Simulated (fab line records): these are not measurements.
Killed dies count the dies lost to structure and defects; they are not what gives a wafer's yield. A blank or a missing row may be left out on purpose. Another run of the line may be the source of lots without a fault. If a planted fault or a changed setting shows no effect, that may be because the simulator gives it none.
Which tool did it? | flow n5Finfet | Sampling: 11 lots, 32 wafers, 3 of 1938 route steps

## WHAT THE GAUGES READ, wafer by wafer
N5_BEOL_M9_INSPECT_58: inspects for defects (darkfield).
lot  | measured     | on               | rawDefectCount
L611 | day 9 04:29  | defectInspect-02 | 77 61 64
L612 | day 10 01:07 | defectInspect-01 | 75 115 94
L614 | day 10 05:04 | defectInspect-01 | 73 51 67
L613 | day 10 07:01 | defectInspect-01 | 78 54 81
L615 | day 10 17:01 | defectInspect-02 | 40 65 37
L617 | day 11 02:11 | defectInspect-02 | 69 75 46
L616 | day 11 03:44 | defectInspect-02 | 82 63 52
L618 | day 11 07:08 | defectInspect-02 | 77 57 84
L623 | day 13 07:59 | defectInspect-01 | 122 86 59
L629 | day 14 07:19 | defectInspect-01 | 83 89
L633 | day 15 18:12 | defectInspect-01 | 84 56 106

## TOOL THAT RAN EACH LOT (tool first, then ch and the chambers of the sampled wafers, then the start)
lot  | N5_BEOL_M9_CVD_78               | N5_BEOL_M9_ANNEAL_51
L611 | cvdCo-01 ch 0,1,2, day 9 03:16  | rtpAnneal-02 ch 0, day 9 03:52
L612 | cvdCo-02 ch 0,1,2, day 9 23:52  | rtpAnneal-01 ch 0, day 10 00:24
L614 | cvdCo-02 ch 0,1,2, day 10 03:38 | rtpAnneal-02 ch 0, day 10 04:20
L613 | cvdCo-01 ch 0,1,2, day 10 05:34 | rtpAnneal-01 ch 0, day 10 06:14
L615 | cvdCo-02 ch 1,2, day 10 15:55   | rtpAnneal-01 ch 0, day 10 16:16
L617 | cvdCo-02 ch 1,2, day 10 23:56   | rtpAnneal-02 ch 0, day 11 01:26
L616 | cvdCo-02 ch 0,1, day 11 02:38   | rtpAnneal-01 ch 0, day 11 03:02
L618 | cvdCo-01 ch 0,1, day 11 05:34   | rtpAnneal-01 ch 0, day 11 06:26
L623 | cvdCo-02 ch 0,2, day 13 06:51   | rtpAnneal-02 ch 0, day 13 07:14
L629 | cvdCo-01 ch 0, day 14 06:01     | rtpAnneal-01 ch 0, day 14 06:34
L633 | cvdCo-01 ch 0,1,2, day 15 17:03 | rtpAnneal-02 ch 0, day 15 17:27
- N5_BEOL_M9_CVD_78: deposits Co from CCTBA/H2, target thk 2 nm, time 138.9 s.
- N5_BEOL_M9_ANNEAL_51: time 90 s.

## THE ANSWER, worked out from the rows above alone
Rule: usual is defined by the lots themselves. The widest of any qualifying gaps counts: lots, ordered by their means at a reading, are off when they make up no more than a third of the lots, leave a main group of 4 or more, and stand apart from it by 3 or more times the standard deviation of that group's means. The tables above print the reading to a certain number of digits; a main group whose means all agree to those digits is not used. Also off: a lot with no number at a reading for which 4 or more lots have one. All remaining lots with rows at the step are treated as sound.
No lot is off on any of the readings shown, so nothing can be concluded from this.

## WHAT THE SIMULATOR PUT IN
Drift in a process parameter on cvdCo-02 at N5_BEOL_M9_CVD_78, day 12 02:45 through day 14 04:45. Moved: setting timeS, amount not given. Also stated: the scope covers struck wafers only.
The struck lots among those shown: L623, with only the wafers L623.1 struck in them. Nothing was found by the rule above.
